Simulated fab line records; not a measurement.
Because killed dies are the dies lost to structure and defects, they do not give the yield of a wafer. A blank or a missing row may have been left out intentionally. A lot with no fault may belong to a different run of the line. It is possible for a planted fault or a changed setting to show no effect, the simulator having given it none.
Matching of chambers | flow n5 finfet | rie diel-04 running N5_BEOL_M0_SAQP_SPACER1_ETCHBACK_99: 4 sister chambers
The step etches SiO2 in CHF3/O2, target depth 15.4 nm, time 7.7 s. 4 wafers are shown with their chamber, then 11 later ones without.

WAFERS PAIRED WITH THEIR CHAMBERS
wafer  | chamber | showerhead plenum p Torr (Torr)
L085.2 | 0       | 2.30
L086.5 | 3       | 2.55
L086.6 | 2       | 2.39
L092.1 | 1       | 2.44

WAFERS WITH NO CHAMBER GIVEN
wafer  | showerhead plenum p Torr (Torr)
L092.3 | 2.54
L092.6 | 2.38
L093.1 | 2.44
L093.3 | 2.38
L093.5 | 2.38
L095.3 | 2.54
L095.5 | 2.29
L095.6 | 2.44
L096.1 | 2.29
L096.3 | 2.54
L096.5 | 2.44

WHICH CHAMBER EACH ONE RAN IN
wafer  | from the rows above | in truth
L092.3 | 3                   | 3
L092.6 | 2                   | 2
L093.1 | 1                   | 1
L093.3 | 2                   | 2
L093.5 | 2                   | 2
L095.3 | 3                   | 3
L095.5 | 0                   | 0
L095.6 | 1                   | 1
L096.1 | 0                   | 0
L096.3 | 3                   | 3
L096.5 | 1                   | 1
11 of 11 placed correctly. Number that these rows cannot place: 0. Wrongly placed: 0.
How it was worked out, from the rows above alone: a wafer's distance from a chamber is the root of the sum, over the readings, of the square of ((its reading less the chamber's mean) divided by the reading's scatter). If the next closest chamber is less than 2 further off than the closest, the wafer can't be placed; otherwise it belongs to the closest. For every chamber, the mean is computed from those of its wafers that are shown. The scatter (one wafer shown for each chamber): square how far every hidden wafer sits from the nearest shown wafer, average those squares and take the square root.
